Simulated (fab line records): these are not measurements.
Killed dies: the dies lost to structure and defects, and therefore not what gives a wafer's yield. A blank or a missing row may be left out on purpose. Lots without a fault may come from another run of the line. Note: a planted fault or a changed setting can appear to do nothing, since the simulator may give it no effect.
Which tool did it? ; flow nand_harc ; 12 lots, 36 wafers sampled, at 5 steps of a route of 1302

WHAT EACH GAUGE READ, for each wafer
NHARC_A_BONDPAD_INSPECT_23. Usual: raw_defect_count at 576, with a standard deviation of 150.
lot;measured;on;raw_defect_count;flag
L601;day 24 06:16;defect_inspect-01;961 657 672;
L600;day 24 07:30;defect_inspect-02;484 297 373;
L599;day 24 09:12;defect_inspect-01;900 975 728;
L602;day 24 18:09;defect_inspect-02;472 397 400;
L603;day 25 17:35;defect_inspect-02;551 428 520;
L604;day 25 22:49;defect_inspect-01;551 571 504;
L609;day 27 16:59;defect_inspect-01;428 529 502;
L615;day 30 03:47;defect_inspect-01;637 552 1062;
L617;day 31 00:42;defect_inspect-01;661 765 647;
L616;day 31 12:38;defect_inspect-02;669 807 528;
L618;day 32 00:15;defect_inspect-01;678 465 523;
L621;day 33 00:20;defect_inspect-02;437 454 584;

NHARC_END_SORT_01. Usual: defect_limited_yield 90.6 %, standard deviation 2.6; killed_at_array 58, standard deviation 18; killed_at_other 1.0, standard deviation 1.5; killed_at_periphery 4, standard deviation 3.1; killed_dies 64, standard deviation 18; killed_open 3.4, standard deviation 1.9; killed_short 2.7, standard deviation 1.7.
lot;measured;on;defect_limited_yield (%);killed_at_array;killed_at_other;killed_at_periphery;killed_dies;killed_open;killed_short;flag
L604;day 27 07:17;prober-01;86.6 86.4;90 92;1 0;0 0;91 92;1 2;3 0;
L615;day 31 09:43;prober-02;87.0 90.1 76.4;82 60 64;2 1 94;4 6 2;88 67 160;6 3 0;4 0 3;OFF

EACH LOT AND THE TOOL THAT RAN IT (in order: tool; ch and the chambers of the sampled wafers; start)
lot;NHARC_HYBRID_BOND_ACTIVATE_00;NHARC_THIN_TSV_DEP_43;NHARC_THIN_TSV_ETCH_59
L601;rie_diel-11 ch 1,2,3, day 24 06:21;pecvd-01 ch 1,2, day 24 17:41;rie_metal-03 ch 0,1, day 25 00:35
L600;rie_diel-11 ch 0,1, day 24 07:35;pecvd-04 ch 0,1,2, day 24 18:53;rie_metal-02 ch 0,1, day 25 01:55
L599;rie_diel-11 ch 0,2, day 24 09:16;pecvd-02 ch 0,2, day 24 20:05;rie_metal-03 ch 1, day 25 03:00
L602;rie_diel-09 ch 0,1,2, day 24 18:14;pecvd-02 ch 0,1,2, day 25 06:15;rie_metal-03 ch 1, day 25 13:25
L603;rie_diel-11 ch 0,1,3, day 25 17:41;pecvd-04 ch 0,1, day 26 05:05;rie_metal-01 ch 0, day 26 12:19
L604;rie_diel-09 ch 0,1,2, day 25 22:55;pecvd-02 ch 0,1,2, day 26 13:29;rie_metal-03 ch 0,1, day 26 20:09
L609;rie_diel-13 ch 1,2,3, day 27 17:04;pecvd-04 ch 0,1,2, day 28 05:04;rie_metal-03 ch 0,1, day 28 12:30
L615;rie_diel-11 ch 0,1,2, day 30 03:51;pecvd-02 ch 0,1,2, day 30 16:55;rie_metal-02 ch 0, day 30 23:59
L617;rie_diel-11 ch 2,3, day 31 00:46;pecvd-04 ch 1,2, day 31 12:17;rie_metal-01 ch 0,1, day 31 19:04
L616;rie_diel-11 ch 1,2,3, day 31 12:44;pecvd-04 ch 0,1,2, day 32 07:07;rie_metal-02 ch 0,1, day 32 14:07
L618;rie_diel-09 ch 1,2,3, day 32 00:19;pecvd-01 ch 0,2, day 32 13:40;rie_metal-01 ch 0,1, day 32 21:09
L621;rie_diel-11 ch 1,2, day 33 00:24;pecvd-04 ch 0,1, day 33 11:45;rie_metal-03 ch 0,1, day 33 19:15
- NHARC_HYBRID_BOND_ACTIVATE_00: chemistry N2, time 60 s.
- NHARC_THIN_TSV_DEP_43: deposits SiO2, target thk 1328.5 nm.
- NHARC_THIN_TSV_ETCH_59: etches the open film in Cl2/BCl3, target depth 880 nm, time 138.1 s.

AS READ BY THE TOOLS THEMSELVES (means over the sampled wafers that have a number; for cases with no such wafer, the mark the record gives instead)
NHARC_HYBRID_BOND_ACTIVATE_00. Usual: drypump_motor_current_A 5.66 A, standard deviation 0.28; oes_product_au 1.001 a.u., standard deviation 0.0098; rf_vpp_V 64.3 V, standard deviation 0.89; showerhead_plenum_p_Torr 1.81 Torr, standard deviation 0.065.
lot;tool;drypump_motor_current_A (A);oes_product_au (a.u.);rf_vpp_V (V);showerhead_plenum_p_Torr (Torr);flag
L601;rie_diel-11;5.57;0.999;64.2;1.85;
L600;rie_diel-11;5.62;1.007;64.2;1.81;
L599;rie_diel-11;5.56;1.009;64.4;1.77;
L602;rie_diel-09;6.01;0.992;64.0;1.83;
L603;rie_diel-11;5.68;1.011;64.7;1.85;
L604;rie_diel-09;6.02;1.000;65.2;1.82;
L609;rie_diel-13;5.87;1.008;64.6;1.75;
L615;rie_diel-11;5.52;0.999;64.5;1.81;
L617;rie_diel-11;5.64;0.994;63.7;1.85;
L616;rie_diel-11;5.56;1.002;64.7;1.85;
L618;rie_diel-09;5.58;1.006;64.2;1.74;
L621;rie_diel-11;5.38;1.014;64.7;1.81;

NHARC_THIN_TSV_DEP_43. Usual: throttle_valve_pct at 16.2 %, with a standard deviation of 0.44.
lot;tool;throttle_valve_pct (%);flag
L601;pecvd-01;16.2;
L600;pecvd-04;16.3;
L599;pecvd-02;16.4;
L602;pecvd-02;16.1;
L603;pecvd-04;16.0;
L604;pecvd-02;16.3;
L609;pecvd-04;15.9;
L615;pecvd-02;16.4;
L617;pecvd-04;16.1;
L616;pecvd-04;16.0;
L618;pecvd-01;16.6;
L621;pecvd-04;16.0;

NHARC_THIN_TSV_ETCH_59. Usual: chamber_pressure_mTorr 9.999 mTorr, standard deviation 0.0084; drypump_motor_current_A 5.8 A, standard deviation 0.45; mfc_cl2_sccm 60.01 sccm, standard deviation 0.19; oes_product_au 1.002 a.u., standard deviation 0.0089; throttle_valve_pct 22.264 %, standard deviation 0.0085.
lot;tool;chamber_pressure_mTorr (mTorr);drypump_motor_current_A (A);mfc_cl2_sccm (sccm);oes_product_au (a.u.);throttle_valve_pct (%);flag
L601;rie_metal-03;10.004;5.6;60.06;0.998;22.261;
L600;rie_metal-02;10.006;5.7;59.98;0.997;22.252;
L599;rie_metal-03;9.995;5.6;60.05;0.992;22.265;
L602;rie_metal-03;10.002;5.6;60.07;0.999;22.264;
L603;rie_metal-01;9.997;5.5;60.10;0.996;22.267;
L604;rie_metal-03;9.990;5.6;59.76;1.002;22.256;
L609;rie_metal-03;9.994;5.6;60.04;0.999;22.259;
L615;rie_metal-02;9.998;5.3;59.91;1.010;22.265;
L617;rie_metal-01;10.004;5.7;60.05;1.000;22.264;
L616;rie_metal-02;10.004;6.2;60.01;1.014;22.263;
L618;rie_metal-01;9.996;5.6;60.03;1.000;22.265;
L621;rie_metal-03;10.000;5.6;60.02;1.008;22.270;

THE ANSWER, worked out from the rows above alone
Rule: lot off if the mean of its wafers having a number is beyond 3 standard deviations from the usual mean. Also off: a lot with no number at a reading for which 4 or more lots have one. Where the step has rows for the other lots, those lots are counted as sound. The gauges are gone through in route order, then the tools' own readings, and for those a lot's mean is taken as printed above. The first step at which some lot is off is used, and at that step the reading that is off furthest; a lot without a number counts as furthest.
Off: L615 (NHARC_END_SORT_01, killed_at_other). Neither off nor sound, because the step has no rows for them: L601, L600, L599, L602, L603, L609, L617, L616, L618, L621.
A tool fits if, at a process step before that reading, it ran every lot that is off, and no sound lot after the first of them. Those tools and the gauges at NHARC_END_SORT_01 are tried in the same way. Can't be told from this: 4 tools fit, rie_diel-11 at NHARC_HYBRID_BOND_ACTIVATE_00, pecvd-02 at NHARC_THIN_TSV_DEP_43, rie_metal-02 at NHARC_THIN_TSV_ETCH_59, prober-02 at NHARC_END_SORT_01.

WHAT THE SIMULATOR HAD PUT IN
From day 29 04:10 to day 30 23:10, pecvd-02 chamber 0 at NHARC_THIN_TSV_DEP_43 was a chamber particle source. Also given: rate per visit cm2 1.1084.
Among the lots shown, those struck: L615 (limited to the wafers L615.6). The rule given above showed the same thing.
